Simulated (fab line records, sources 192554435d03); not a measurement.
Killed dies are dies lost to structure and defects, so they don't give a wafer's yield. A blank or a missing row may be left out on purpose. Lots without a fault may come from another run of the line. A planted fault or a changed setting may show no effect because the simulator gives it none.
fab line records | flow n5_finfet | part 2 of 2: steps 44 to 44 of 44
record lots=6 wafers=18 last_day=18
route steps=1938 shown BEOL_M1@788 BEOL_M4@1111 PASSIVATION@1936
lots that met no fault: from a run of the same line without faults
start_h: hours from the record's first day to the start of the lot's first wafer shown | wait_h: hours since the lot's step before | " the same as in the row above | L1.1+2: a row that stands for several wafers | - no value, or no start given | * or withheld: withheld | < > ~ a bound
route shown NAME@n: a module of which the file shows steps, and the number in the route of the first | usual: mean/standard deviation of fault-free wafers | same: alike in all rows | chamber/n: place in a boat | sites: the reading at each site | _std_site: their standard deviation | _edge_site: outer sites' mean less inner sites' | radius_mm: how far each site lies from the wafer's centre | mask NAME#n: copy n | behind: the tool/chamber that last shaped the wafer | hold: why the lot was held/for how many hours/how that ended | device: the transistor (n, p or np) that didn't switch | end of line: the same wafers' tests at the end of the route | a step without rows: its recipe alone | killed: dies lost to structure and defects at the first sort, not the wafer's yield | map: a wafer's dies, x killed, . not, _ none there
set.NAME: the setting as run; set.NAME@STEP: as run at that earlier step | model.NAME: the simulator's own value behind a step, which no gauge read
lots at some steps of the route; a table a step, a row a wafer
services: from which hour (start_h, from the record's first day; less than 0 if before it) a tool's chamber was out of use, for how many hours, and why
## steps
# step N5_PASSIVATION_PROBE_49
# usual defect_limited_yield=91.3/1.4 killed_at_M0_to_M3=36/10 killed_at_M4_up=13/5.4 killed_at_contacts=12/5.3 killed_at_front_end=39/10 killed_at_other=3.2/2.7 killed_dies=103/16 killed_on_rim=13/4 killed_open=68/13 killed_short=33/6.6 sort_bin_5_function=5.1/0.92 sort_bin_6_memory=3.3/0.68 sort_bin_8_speed=0.1/0.41 sort_n_pass=1077/17 sort_yield_pct=91.2/1.4
# same gross_dies=1180 killed_at_back_side=0 sort_bin_4_leakage[%]=0
# columns lot.wafer tool chamber start_h wait_h defect_limited_yield[%] killed_at_M0_to_M3 killed_at_M4_up killed_at_contacts killed_at_front_end killed_at_other killed_dies killed_on_rim killed_open killed_short sort_bin_5_function[%] sort_bin_6_memory[%] sort_bin_8_speed[%] sort_n_pass sort_yield_pct[%]
L636.1 prober-01 - 333.52 0.0 91.2 31 13 14 45 1 104 10 71 33 5.2 3.3 0 1076 91.2
L636.4 prober-01 - 333.67 0.2 93.0 15 14 8 44 2 83 7 50 32 4.1 2.4 0 1097 93.0
L636.6 prober-01 - 333.77 0.3 89.8 48 18 10 41 3 120 20 79 41 5.6 4.2 0.1 1059 89.7
L638.1 prober-02 - 345.42 0.0 91.4 20 5 13 62 1 101 16 78 21 4.9 3.6 0 1079 91.4
L638.2 prober-02 - 345.47 0.1 91.5 31 12 6 50 1 100 11 59 38 5.0 3.2 0 1080 91.5
L638.6 prober-02 - 345.67 0.3 92.9 30 10 13 27 4 84 7 56 27 4.7 2.2 0 1096 92.9
L639.2 prober-01 - 351.64 0.1 90.9 30 15 17 43 2 107 14 68 37 6.1 2.6 0 1073 90.9
L639.3 prober-01 - 351.69 0.1 92.1 29 19 9 30 6 93 9 57 33 3.8 3.6 0 1087 92.1
L639.5 prober-01 - 351.79 0.2 91.5 37 15 22 25 1 100 10 66 32 5.1 3.3 0 1080 91.5
L641.4 prober-01 - 365.76 0.3 91.2 28 21 6 41 8 104 16 76 21 5.3 2.8 0 1076 91.2
L641.5 prober-01 - 365.81 0.4 89.7 53 20 21 26 2 122 12 74 45 5.9 4.1 0 1058 89.7
L641.6 prober-01 - 365.86 0.4 90.5 37 18 8 41 8 112 20 75 31 5.0 4.3 0 1068 90.5
L650.3 prober-01 - 430.82 0.1 93.5 28 11 5 32 1 77 10 43 34 4.5 1.9 0 1103 93.5
L650.5 prober-01 - 430.92 0.2 93.3 30 4 7 36 2 79 8 50 29 4.0 2.7 0 1101 93.3
L650.6 prober-01 - 430.97 0.3 92.3 33 9 11 35 3 91 10 56 28 4.3 2.6 0 1089 92.3
# killed by level:class
L636.1 STI_FIN_REVEAL:geometric_particle:open=14 MOL_CONTACT_COAG:geometric_particle:open=12 BEOL_M0_SAQP:geometric_particle:open=9 FIN_SAQP:geometric_particle:short=8 FIN_SAQP:geometric_particle:open=7 BEOL_M0_SAQP:geometric_particle:short=7 BEOL_M3:geometric_particle:open=6 BEOL_M4:geometric_particle:open=5
L636.4 FIN_SAQP:geometric_particle:short=10 FIN_SAQP:geometric_particle:open=9 STI_FIN_REVEAL:geometric_particle:open=6 BEOL_M0_SAQP:geometric_particle:open=6 BEOL_M4:geometric_particle:open=6 DUMMY_GATE:geometric_particle:open=5 MOL_CONTACT_COAG:geometric_particle:open=5 BEOL_M5:geometric_particle:open=4
L636.6 BEOL_M0_SAQP:geometric_particle:short=13 BEOL_M0_SAQP:geometric_particle:open=12 FIN_SAQP:geometric_particle:open=11 FIN_SAQP:geometric_particle:short=10 BEOL_M2:geometric_particle:open=9 STI_FIN_REVEAL:geometric_particle:open=7 BEOL_M3:geometric_particle:open=7 BEOL_M4:geometric_particle:open=7
L638.1 STI_FIN_REVEAL:geometric_particle:open=32 MOL_CONTACT_COAG:geometric_particle:open=11 STARTING-WAFER:geometric_particle:open=7 FIN_SAQP:geometric_particle:open=6 BEOL_M0_SAQP:geometric_particle:short=4 BEOL_M1:geometric_particle:open=4 BEOL_M2:geometric_particle:open=4 STI_FIN_REVEAL:geometric_particle:short=3
L638.2 STI_FIN_REVEAL:geometric_particle:open=13 BEOL_M0_SAQP:geometric_particle:short=9 FIN_SAQP:geometric_particle:open=8 FIN_SAQP:geometric_particle:short=6 STARTING-WAFER:geometric_particle:open=6 MOL_CONTACT_COAG:geometric_particle:open=5 BEOL_M0_SAQP:geometric_particle:open=5 BEOL_M1:geometric_particle:short=5
L638.6 MOL_CONTACT_COAG:geometric_particle:open=11 BEOL_M3:geometric_particle:open=7 FIN_SAQP:geometric_particle:open=6 BEOL_M0_SAQP:geometric_particle:short=6 FIN_SAQP:geometric_particle:short=5 BEOL_M5:geometric_particle:open=5 STI_FIN_REVEAL:geometric_particle:open=4 DUMMY_GATE:geometric_particle:open=4
L639.2 MOL_CONTACT_COAG:geometric_particle:open=11 FIN_SAQP:geometric_particle:short=9 FIN_SAQP:geometric_particle:open=9 BEOL_M2:geometric_particle:open=9 STI_FIN_REVEAL:geometric_particle:open=6 MOL_CONTACT_COAG:geometric_particle:short=6 BEOL_M0:geometric_particle:open=5 BEOL_M0_SAQP:geometric_particle:open=5
L639.3 MOL_CONTACT_COAG:geometric_particle:open=8 BEOL_M2:geometric_particle:open=8 FIN_SAQP:geometric_particle:short=6 BEOL_M0_SAQP:geometric_particle:short=6 BEOL_M4:geometric_particle:open=5 FIN_SAQP:geometric_particle:open=4 STI_FIN_REVEAL:geometric_particle:open=4 BEOL_M0_SAQP:geometric_particle:open=4
L639.5 MOL_CONTACT_COAG:geometric_particle:open=18 BEOL_M0_SAQP:geometric_particle:short=9 BEOL_M0:geometric_particle:open=7 BEOL_M2:geometric_particle:open=7 DUMMY_GATE:geometric_particle:open=6 BEOL_M0_SAQP:geometric_particle:open=6 BEOL_M4:geometric_particle:open=6 FIN_SAQP:geometric_particle:open=5
L641.4 BEOL_M4:geometric_particle:open=14 BEOL_M0_SAQP:geometric_particle:open=10 FIN_SAQP:geometric_particle:open=8 HKMG_FIN:area_etch=7 STI_FIN_REVEAL:geometric_particle:open=6 BEOL_M2:geometric_particle:open=5 BEOL_M3:geometric_particle:open=5 DUMMY_GATE:geometric_particle:open=4
L641.5 BEOL_M0_SAQP:geometric_particle:short=15 MOL_CONTACT_COAG:geometric_particle:open=12 FIN_SAQP:geometric_particle:open=11 BEOL_M0_SAQP:geometric_particle:open=11 BEOL_M3:geometric_particle:open=10 MOL_CONTACT_COAG:geometric_particle:short=9 BEOL_M2:geometric_particle:open=8 BEOL_M4:geometric_particle:open=6
L641.6 FIN_SAQP:geometric_particle:open=18 BEOL_M0_SAQP:geometric_particle:open=11 BEOL_M0_SAQP:geometric_particle:short=8 BEOL_M4:geometric_particle:open=8 MOL_CONTACT_COAG:geometric_particle:open=7 FIN_SAQP:geometric_particle:short=5 BEOL_M3:geometric_particle:open=5 BEOL_M2:geometric_particle:open=4
L650.3 BEOL_M0_SAQP:geometric_particle:short=9 BEOL_M0_SAQP:geometric_particle:open=8 ILD0:geometric_particle:short=6 BEOL_M1:geometric_particle:open=6 FIN_SAQP:geometric_particle:open=5 GATE_CUT:geometric_particle:short=5 FIN_SAQP:geometric_particle:short=4 ILD0:geometric_particle:open=4
L650.5 BEOL_M0_SAQP:geometric_particle:short=11 BEOL_M0_SAQP:geometric_particle:open=9 FIN_SAQP:geometric_particle:open=8 ILD0:geometric_particle:open=6 MOL_CONTACT_COAG:geometric_particle:open=5 FIN_SAQP:geometric_particle:short=4 STI_FIN_REVEAL:geometric_particle:open=4 STARTING-WAFER:geometric_particle:short=4
L650.6 MOL_CONTACT_COAG:geometric_particle:open=10 BEOL_M1:geometric_particle:open=10 BEOL_M0_SAQP:geometric_particle:short=9 STI_FIN_REVEAL:geometric_particle:open=7 ILD0:geometric_particle:open=6 BEOL_M0_SAQP:geometric_particle:open=6 HKMG_FIN:area_etch=6 BEOL_M1:geometric_particle:short=5
## services
# columns tool chamber start_h hours kind
rie_diel-01 3 128.89 - clean
rie_diel-01 3 128.89 - consumable_replace:focus_ring
rie_diel-01 3 128.89 24.4 scheduled_down
rie_diel-01 3 128.89 24.4 vent_cycle
rie_diel-04 - 136.35 1.1 repair
pvd_sputter-02 - 146.23 1.1 repair
rie_diel-04 0 152.81 8.1 repair
rie_diel-01 0 153.30 - clean
rie_diel-01 0 153.30 - consumable_replace:focus_ring
rie_diel-01 0 153.30 - consumable_replace:showerhead
rie_diel-01 0 153.30 29.5 scheduled_down
rie_diel-01 0 153.30 29.5 vent_cycle
rie_diel-04 - 167.56 0.5 repair
rie_diel-01 0 223.37 15.1 repair
rie_diel-01 3 232.64 22.4 repair
rie_diel-03 - 244.35 28.1 pm
